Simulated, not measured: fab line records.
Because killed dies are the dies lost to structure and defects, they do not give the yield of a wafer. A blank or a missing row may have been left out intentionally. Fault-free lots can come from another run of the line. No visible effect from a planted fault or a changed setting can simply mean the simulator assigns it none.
Which of the tools did it? -- flow n5Finfet -- 25 wafers from 9 lots sampled at 5 of the route's 1938 steps

## WHAT EACH GAUGE READ, for each wafer
N5_BEOL_M4_RC_MEAS_101.
lot,measured,on,REXT_N (ohm.um)
L416,day 8 12:06,prober-02,72.1 71.5 72.0
L417,day 8 08:55,prober-02,75.1 74.9 74.8
L425,day 10 02:14,prober-02,74.5 73.2 73.7
L426,day 10 04:45,prober-01,75.9 75.8 75.6
L428,day 11 07:11,prober-01,76.7 76.3 76.8
L429,day 11 12:19,prober-02,77.5 97.2
L430,day 11 16:40,prober-01,75.6 76.0 75.2
L432,day 12 04:37,prober-01,75.1 76.2 74.5
L433,day 12 09:25,prober-02,73.2 94.8

## TOOL THAT RAN EACH LOT (tool first, then ch and the chambers of the sampled wafers, then the start)
lot,N5_DUMMY_GATE_TRIM_49,N5_DUMMY_GATE_STRIP_40,N5_DUMMY_GATE_STRIP_48,N5_SPACER0_ALD_00
L416,"rieSi-06 ch 0,1, day 2 21:23","rieDiel-06 ch 0,1,2, day 2 21:28","rieDiel-03 ch 0,2,3, day 2 22:15","aldSin-02 ch 1,3, day 2 22:37"
L417,"rieSi-01 ch 0,1,2, day 3 05:20","rieDiel-06 ch 0,2,3, day 3 05:26","rieDiel-05 ch 0,2,3, day 3 06:05","aldSin-01 ch 0,1, day 3 06:28"
L425,"rieSi-02 ch 0,2,3, day 5 03:07","rieDiel-03 ch 2,3, day 5 03:12","rieDiel-03 ch 0,1,3, day 5 03:52","aldSin-01 ch 1,2,3, day 5 06:25"
L426,"rieSi-06 ch 0,3, day 5 12:14","rieDiel-03 ch 0,3, day 5 12:20","rieDiel-06 ch 0,1,3, day 5 12:58","aldSin-01 ch 2,3, day 5 13:21"
L428,"rieSi-02 ch 2,3, day 6 01:00","rieDiel-03 ch 0,2, day 6 01:06","rieDiel-06 ch 0,3, day 6 01:44","aldSin-03 ch 2,3, day 6 02:07"
L429,"rieSi-01 ch 0,3, day 6 08:53","rieDiel-06 ch 3, day 6 08:59","rieDiel-06 ch 0,1, day 6 09:42","aldSin-01 ch 2, day 6 10:29"
L430,"rieSi-02 ch 0,1,2, day 6 11:45","rieDiel-06 ch 0,1, day 6 11:51","rieDiel-06 ch 0,1,3, day 6 12:33","aldSin-03 ch 0,3, day 6 13:11"
L432,"rieSi-01 ch 0,1,2, day 6 23:10","rieDiel-03 ch 0,1,3, day 6 23:17","rieDiel-03 ch 1,2,3, day 6 23:56","aldSin-03 ch 0,1,2, day 7 00:18"
L433,"rieSi-02 ch 0,1, day 7 04:08","rieDiel-05 ch 0,1, day 7 04:29","rieDiel-05 ch 0,1, day 7 05:08","aldSin-01 ch 0,3, day 7 05:41"
- N5_DUMMY_GATE_TRIM_49: chemistry O2, time 29 s, target cd 14 nm.
- N5_DUMMY_GATE_STRIP_40: strips in CF4.
- N5_DUMMY_GATE_STRIP_48: strips in N2/H2, time 20 s.
- N5_SPACER0_ALD_00: deposits SiOCN, target thk 3.5 nm, pulse time 3 s, purge time 2 s.

## THE ANSWER, worked out from the rows above alone
Rule: the usual values come from the lots themselves. The widest of any qualifying gaps counts: lots, ordered by their means at a reading, are off when they make up no more than a third of the lots, leave a main group of 4 or more, and stand apart from it by 3 or more times the standard deviation of that group's means. The tables above print the reading to a certain number of digits; a main group whose means all agree to those digits is not used. A lot without any number at a reading at which 4 lots or more have one is off too. All remaining lots with rows at the step are treated as sound.
Off: L429, L433, at N5_BEOL_M4_RC_MEAS_101 (REXT_N). The main group: mean 74.8 ohm.um, standard deviation 1.4.
If a tool, at a process step before that reading, ran all the lots that are off and no sound lot after the first of them, it fits. The gauges at N5_BEOL_M4_RC_MEAS_101 are tried like those tools. This does not decide it: 2 tools fit, namely aldSin-01 at N5_SPACER0_ALD_00 and prober-02 at N5_BEOL_M4_RC_MEAS_101.

## WHAT WAS PUT IN BY THE SIMULATOR
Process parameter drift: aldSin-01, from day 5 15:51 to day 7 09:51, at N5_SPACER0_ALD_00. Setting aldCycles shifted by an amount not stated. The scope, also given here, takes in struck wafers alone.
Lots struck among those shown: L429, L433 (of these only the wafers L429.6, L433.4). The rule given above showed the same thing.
